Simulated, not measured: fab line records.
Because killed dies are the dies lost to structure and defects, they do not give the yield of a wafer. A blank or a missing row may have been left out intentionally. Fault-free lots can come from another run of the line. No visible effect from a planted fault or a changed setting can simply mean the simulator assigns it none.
Split-lot trial | flow n5 finfet | 21 wafers read across 7 lots, on a route 1938 steps long

## THE SPLIT ITSELF
At N5_BEOL_M4_DESCUM_16 (chemistry O2, time 7 s), the setting time s was moved away from the recipe's 7 s on 6 of the 21 wafers read, by -17.0% to +21.5%. For the rest of the wafers, this setting stayed at what the recipe calls for.

## FROM THE SPLIT TO THE READING: what the file shows between them, 1 step
- N5_BEOL_M4_ETCH_74: etches underlayer in N2/H2, target depth 6.5 nm, time 5.2 s

## THE READING
CAR-EUV_of_BEOL_M4_COAT_05.thk nm (the simulator's own value, which no gauge read), in nm, at N5_BEOL_M4_ETCH_63 (etches SiARC in CF4, target depth 15.6 nm, time 26 s). The file does not state a usual value for it. Here, 15 wafers ran the recipe; their average is 11.1 nm with a standard deviation of 0.15 nm.

wafer  | tool, chamber at the split | time s as run, s | against the recipe | CAR-EUV_of_BEOL_M4_COAT_05.thk nm, nm | against lot-mates on the recipe
L076.3 | rie diel-04, 3,1           | 7                | recipe             | 11                                    | -
L076.4 | rie diel-04, 3,1           | 7                | recipe             | 11                                    | -
L076.6 | rie diel-04, 3             | 7                | recipe             | 11.4                                  | -
L077.1 | rie diel-04, 3             | 7                | recipe             | 11.2                                  | -
L077.6 | rie diel-04, 1,3           | 7                | recipe             | 11.2                                  | -
L077.2 | rie diel-04, 1,3           | 7                | recipe             | 11                                    | -
L081.2 | rie diel-05, 0             | 7.492            | +7.0%              | 11                                    | -0.3
L081.3 | rie diel-05, 2             | 7                | recipe             | 11.4                                  | -
L081.6 | rie diel-05, 2             | 7                | recipe             | 11.2                                  | -
L080.1 | rie diel-06, 2             | 7                | recipe             | 11                                    | -
L080.4 | rie diel-06, 3             | 7                | recipe             | 11                                    | -
L080.5 | rie diel-06, 3             | 7                | recipe             | 11                                    | -
L079.2 | rie diel-05, 2             | 5.807            | -17.0%             | 11.8                                  | +0.4
L079.4 | rie diel-05, 0             | 7                | recipe             | 11.4                                  | -
L079.6 | rie diel-05, 1             | 5.807            | -17.0%             | 11.6                                  | +0.2
L084.2 | rie diel-06, 2,3           | 7                | recipe             | 11                                    | -
L084.4 | rie diel-06, 2,3           | 7                | recipe             | 11.2                                  | -
L084.6 | rie diel-06, 2             | 8.508            | +21.5%             | 10.4                                  | -0.7
L085.1 | rie diel-06, 0             | 7                | recipe             | 11.2                                  | -
L085.3 | rie diel-06, 2,1           | 8.184            | +16.9%             | 10.6                                  | -0.6
L085.6 | rie diel-06, 2,1           | 8.184            | +16.9%             | 10.6                                  | -0.6
If several chambers appear in one row, that row covers several wafers at once and the file leaves open which wafer was in which chamber.

THE FIT
A straight line over all 21 wafers: CAR-EUV_of_BEOL_M4_COAT_05.thk nm changes by -0.0327 nm for each +1% of time s; r = -0.90; the points scatter about the line by 0.14 nm.
The same after taking each lot's own level away (the mean of its wafers on the recipe; 21 wafers): -0.028 nm for each +1%; r = -0.91; scatter 0.12 nm.
The reading moves by 0.6 nm for the largest change in time s, on that fit.
Measured against the standard deviation above, the lots' own levels, which go from 11.00 to 11.40 nm, span 2.6 times it.
So the slope is not independent of the lot-to-lot level: the two fits are not the same.
Check: with one of the wafers moved furthest among these (+21.5%) left out of the fit, the line predicts -0.616 nm for it against its lot-mates. Against them it came out at -0.7 nm.

## THE OTHER SPLITS THESE WAFERS WENT THROUGH
These wafers also went through other splits before the reading. Each is held against what the fit with the lots' levels taken away leaves over:
other split on the same wafers     | wafers away from the commonest value | r with CAR-EUV_of_BEOL_M4_COAT_05.thk nm (lot level and that fit taken away)
N5_BEOL_M1_COAT_05 spin rpm        | 7                                    | +0.21
N5_BEOL_M1_VIA_ETCH_34 time s      | 4                                    | +0.13
N5_BEOL_M1_TRENCH_ETCH_37 source w | 8                                    | +0.19
N5_BEOL_M2_ETCH_74 source w        | 7                                    | +0.01
N5_BEOL_M2_ETCH_64 source w        | 9                                    | -0.17
N5_BEOL_M3_DEP_57 time s           | 6                                    | +0.28
N5_BEOL_M4_COAT_73 spin rpm        | 5                                    | +0.27

## THE WHOLE CHAIN: every reading that the file lists as answering this split, in the file's order
step                 | what it does                                         | reading                                                                            | change (the file's fit)                | r (the file's)
N5_BEOL_M4_DESCUM_16 | chemistry O2, time 7 s                               | CAR-EUV_of_BEOL_M4_COAT_05.thk nm (the simulator's own value, which no gauge read) | -0.0336 nm for each +1% of the setting | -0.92
N5_BEOL_M4_ETCH_63   | etches SiARC in CF4, target depth 15.6 nm, time 26 s | CAR-EUV_of_BEOL_M4_COAT_05.thk nm (the simulator's own value, which no gauge read) | -0.0298 nm for each +1% of the setting | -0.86

## FILE'S OWN FIT
CAR-EUV_of_BEOL_M4_COAT_05.thk nm changes by -0.0298 nm for each +1% of time s, r = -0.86.
